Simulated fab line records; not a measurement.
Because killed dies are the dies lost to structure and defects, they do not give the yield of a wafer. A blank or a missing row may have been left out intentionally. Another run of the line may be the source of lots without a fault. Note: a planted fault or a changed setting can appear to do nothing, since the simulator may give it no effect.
Lot-split experiment || flow n5Finfet || 39 wafers read from 7 lots, route of 1938 steps

== THE SPLIT ==
At N5_HKMG_FIN_EXPOSE_46 (exposes mask NDIPOLE), the setting doseMj was moved away from the recipe's 40 on 15 of the 39 wafers read, by -7.4% to +7.5%. The other wafers ran this setting at the recipe's value.

== FROM THE SPLIT TO THE READING: what the file shows between them, 2 steps ==
- N5_HKMG_FIN_PEB_47: peb time 60 s
- N5_HKMG_FIN_DEVELOP_48: develop time 30 s

== THE READING ==
cdNm (nm) at N5_HKMG_FIN_CD_MEAS_49, where the cd target is 202 nm. Typical for fault-free wafers on this fab line: 202.1 nm, with standard deviation 0.51 nm.

{"wafer": "L074.1", "tool, chamber at the split": "arfiScanner-02, 0", "doseMj as run": 40, "against the recipe": "recipe", "cdNm, nm": 201.8, "against lot-mates on the recipe": "-"}
{"wafer": "L074.2", "tool, chamber at the split": "arfiScanner-02, 0", "doseMj as run": 40, "against the recipe": "recipe", "cdNm, nm": 201.6, "against lot-mates on the recipe": "-"}
{"wafer": "L074.3", "tool, chamber at the split": "arfiScanner-02, 0", "doseMj as run": 40, "against the recipe": "recipe", "cdNm, nm": 202.3, "against lot-mates on the recipe": "-"}
{"wafer": "L074.4", "tool, chamber at the split": "arfiScanner-02, 0", "doseMj as run": 40, "against the recipe": "recipe", "cdNm, nm": 202.3, "against lot-mates on the recipe": "-"}
{"wafer": "L074.5", "tool, chamber at the split": "arfiScanner-02, 0", "doseMj as run": 40, "against the recipe": "recipe", "cdNm, nm": 202.1, "against lot-mates on the recipe": "-"}
{"wafer": "L074.6", "tool, chamber at the split": "arfiScanner-02, 0", "doseMj as run": 40, "against the recipe": "recipe", "cdNm, nm": 202.0, "against lot-mates on the recipe": "-"}
{"wafer": "L078.2", "tool, chamber at the split": "arfiScanner-01, 0", "doseMj as run": 40, "against the recipe": "recipe", "cdNm, nm": 202.8, "against lot-mates on the recipe": "-"}
{"wafer": "L078.4", "tool, chamber at the split": "arfiScanner-01, 0", "doseMj as run": 40, "against the recipe": "recipe", "cdNm, nm": 202.6, "against lot-mates on the recipe": "-"}
{"wafer": "L078.6", "tool, chamber at the split": "arfiScanner-01, 0", "doseMj as run": 40, "against the recipe": "recipe", "cdNm, nm": 203.1, "against lot-mates on the recipe": "-"}
{"wafer": "L080.1", "tool, chamber at the split": "arfiScanner-03, 0", "doseMj as run": 42.93, "against the recipe": "+7.3%", "cdNm, nm": 205.8, "against lot-mates on the recipe": "+3.8"}
{"wafer": "L080.2", "tool, chamber at the split": "arfiScanner-03, 0", "doseMj as run": 40, "against the recipe": "recipe", "cdNm, nm": 202.5, "against lot-mates on the recipe": "-"}
{"wafer": "L080.3", "tool, chamber at the split": "arfiScanner-03, 0", "doseMj as run": 40, "against the recipe": "recipe", "cdNm, nm": 201.7, "against lot-mates on the recipe": "-"}
{"wafer": "L080.4", "tool, chamber at the split": "arfiScanner-03, 0", "doseMj as run": 42.93, "against the recipe": "+7.3%", "cdNm, nm": 205.6, "against lot-mates on the recipe": "+3.6"}
{"wafer": "L080.5", "tool, chamber at the split": "arfiScanner-03, 0", "doseMj as run": 42.93, "against the recipe": "+7.3%", "cdNm, nm": 205.7, "against lot-mates on the recipe": "+3.7"}
{"wafer": "L080.6", "tool, chamber at the split": "arfiScanner-03, 0", "doseMj as run": 40, "against the recipe": "recipe", "cdNm, nm": 201.7, "against lot-mates on the recipe": "-"}
{"wafer": "L081.1", "tool, chamber at the split": "arfiScanner-03, 0", "doseMj as run": 37.03, "against the recipe": "-7.4%", "cdNm, nm": 197.1, "against lot-mates on the recipe": -4.6}
{"wafer": "L081.2", "tool, chamber at the split": "arfiScanner-03, 0", "doseMj as run": 40, "against the recipe": "recipe", "cdNm, nm": 201.5, "against lot-mates on the recipe": "-"}
{"wafer": "L081.3", "tool, chamber at the split": "arfiScanner-03, 0", "doseMj as run": 37.03, "against the recipe": "-7.4%", "cdNm, nm": 197.6, "against lot-mates on the recipe": -4.1}
{"wafer": "L081.4", "tool, chamber at the split": "arfiScanner-03, 0", "doseMj as run": 40, "against the recipe": "recipe", "cdNm, nm": 201.8, "against lot-mates on the recipe": "-"}
{"wafer": "L081.5", "tool, chamber at the split": "arfiScanner-03, 0", "doseMj as run": 40, "against the recipe": "recipe", "cdNm, nm": 201.8, "against lot-mates on the recipe": "-"}
{"wafer": "L081.6", "tool, chamber at the split": "arfiScanner-03, 0", "doseMj as run": 37.03, "against the recipe": "-7.4%", "cdNm, nm": 197.4, "against lot-mates on the recipe": -4.3}
{"wafer": "L086.1", "tool, chamber at the split": "arfiScanner-02, 0", "doseMj as run": 40, "against the recipe": "recipe", "cdNm, nm": 202.1, "against lot-mates on the recipe": "-"}
{"wafer": "L086.2", "tool, chamber at the split": "arfiScanner-02, 0", "doseMj as run": 40, "against the recipe": "recipe", "cdNm, nm": 201.9, "against lot-mates on the recipe": "-"}
{"wafer": "L086.3", "tool, chamber at the split": "arfiScanner-02, 0", "doseMj as run": 40, "against the recipe": "recipe", "cdNm, nm": 201.7, "against lot-mates on the recipe": "-"}
{"wafer": "L086.4", "tool, chamber at the split": "arfiScanner-02, 0", "doseMj as run": 42.99, "against the recipe": "+7.5%", "cdNm, nm": 206.5, "against lot-mates on the recipe": "+4.6"}
{"wafer": "L086.5", "tool, chamber at the split": "arfiScanner-02, 0", "doseMj as run": 42.99, "against the recipe": "+7.5%", "cdNm, nm": 206.6, "against lot-mates on the recipe": "+4.7"}
{"wafer": "L086.6", "tool, chamber at the split": "arfiScanner-02, 0", "doseMj as run": 42.99, "against the recipe": "+7.5%", "cdNm, nm": 206.2, "against lot-mates on the recipe": "+4.3"}
{"wafer": "L089.1", "tool, chamber at the split": "arfiScanner-01, 0", "doseMj as run": 40, "against the recipe": "recipe", "cdNm, nm": 202.9, "against lot-mates on the recipe": "-"}
{"wafer": "L089.2", "tool, chamber at the split": "arfiScanner-01, 0", "doseMj as run": 40, "against the recipe": "recipe", "cdNm, nm": 202.9, "against lot-mates on the recipe": "-"}
{"wafer": "L089.3", "tool, chamber at the split": "arfiScanner-01, 0", "doseMj as run": 39.13, "against the recipe": "-2.2%", "cdNm, nm": 200.8, "against lot-mates on the recipe": -2.0}
{"wafer": "L089.4", "tool, chamber at the split": "arfiScanner-01, 0", "doseMj as run": 39.13, "against the recipe": "-2.2%", "cdNm, nm": 201.2, "against lot-mates on the recipe": -1.6}
{"wafer": "L089.5", "tool, chamber at the split": "arfiScanner-01, 0", "doseMj as run": 40, "against the recipe": "recipe", "cdNm, nm": 202.5, "against lot-mates on the recipe": "-"}
{"wafer": "L089.6", "tool, chamber at the split": "arfiScanner-01, 0", "doseMj as run": 39.13, "against the recipe": "-2.2%", "cdNm, nm": 201.7, "against lot-mates on the recipe": -1.1}
{"wafer": "L093.1", "tool, chamber at the split": "arfiScanner-01, 0", "doseMj as run": 40, "against the recipe": "recipe", "cdNm, nm": 202.2, "against lot-mates on the recipe": "-"}
{"wafer": "L093.2", "tool, chamber at the split": "arfiScanner-01, 0", "doseMj as run": 40, "against the recipe": "recipe", "cdNm, nm": 202.6, "against lot-mates on the recipe": "-"}
{"wafer": "L093.3", "tool, chamber at the split": "arfiScanner-01, 0", "doseMj as run": 37.72, "against the recipe": "-5.7%", "cdNm, nm": 199.0, "against lot-mates on the recipe": -3.1}
{"wafer": "L093.4", "tool, chamber at the split": "arfiScanner-01, 0", "doseMj as run": 37.72, "against the recipe": "-5.7%", "cdNm, nm": 198.2, "against lot-mates on the recipe": -3.9}
{"wafer": "L093.5", "tool, chamber at the split": "arfiScanner-01, 0", "doseMj as run": 37.72, "against the recipe": "-5.7%", "cdNm, nm": 198.1, "against lot-mates on the recipe": -4.0}
{"wafer": "L093.6", "tool, chamber at the split": "arfiScanner-01, 0", "doseMj as run": 40, "against the recipe": "recipe", "cdNm, nm": 201.5, "against lot-mates on the recipe": "-"}

FIT RESULTS
A straight line over all 39 wafers: cdNm changes by +0.578 nm for each +1% of doseMj; r = +0.98; the points scatter about the line by 0.5 nm.
The same after taking each lot's own level away (the mean of its wafers on the recipe; 39 wafers): +0.583 nm for each +1%; r = +0.99; scatter 0.34 nm.
According to that fit, moving doseMj by its largest amount changes the reading by 4.4 nm.
From 201.70 to 202.83 nm: that is the span of the lots' own levels, equal to 2.2 times the standard deviation above.
Hence the lot-to-lot level has little effect on the slope; both slopes agree.
Check: with one of the wafers moved furthest among these (+7.5%) left out of the fit, the line predicts +4.24 nm for it against its lot-mates. It came out at +4.6 nm against them.

== THE OTHER SPLITS THESE WAFERS WENT THROUGH ==
Note: prior to the reading, these wafers also went through further splits. Each is held against what the fit with the lots' levels taken away leaves over:
{"other split on the same wafers": "N5_DUMMY_GATE_ETCH_32 timeS", "wafers away from the commonest value": 15, "r with cdNm (lot level and that fit taken away)": "+0.28"}
{"other split on the same wafers": "N5_DUMMY_GATE_ETCH_42 biasW", "wafers away from the commonest value": 18, "r with cdNm (lot level and that fit taken away)": -0.11}
{"other split on the same wafers": "N5_SD_EPI_N_EPI_21 dopantConcCm3", "wafers away from the commonest value": 15, "r with cdNm (lot level and that fit taken away)": "+0.04"}

== THE WHOLE CHAIN: every reading that the file lists as answering this split, in the file's order ==
{"step": "N5_HKMG_FIN_CD_MEAS_49", "what it does": "target cd 202 nm", "reading": "cdNm", "change (the file's fit)": "+0.582 nm for each +1% of the setting", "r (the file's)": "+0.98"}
{"step": "N5_HKMG_FIN_ETCH_54", "what it does": "etches SiARC in CF4, target depth 45.5 nm, time 75.8 s", "reading": "HKMG_FIN.cdOffsetNm (the simulator's own value, which no gauge read)", "change (the file's fit)": "+0.593 nm for each +1% of the setting", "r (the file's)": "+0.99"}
{"step": "N5_HKMG_FIN_ETCH_55", "what it does": "etches SOC in N2/H2, target depth 240 nm, time 300 s", "reading": "HKMG_FIN.cdOffsetNm (the simulator's own value, which no gauge read)", "change (the file's fit)": "+0.598 nm for each +1% of the setting", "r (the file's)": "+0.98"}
{"step": "N5_HKMG_FIN_ETCH_58", "what it does": "etches SOC in N2/H2, target depth 215.8 nm, time 741 s", "reading": "HKMG_FIN.cdOffsetNm (the simulator's own value, which no gauge read)", "change (the file's fit)": "+0.61 nm for each +1% of the setting", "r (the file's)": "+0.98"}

== THE FILE'S OWN FIT ==
cdNm changes by +0.582 nm for each +1% of doseMj, r = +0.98.
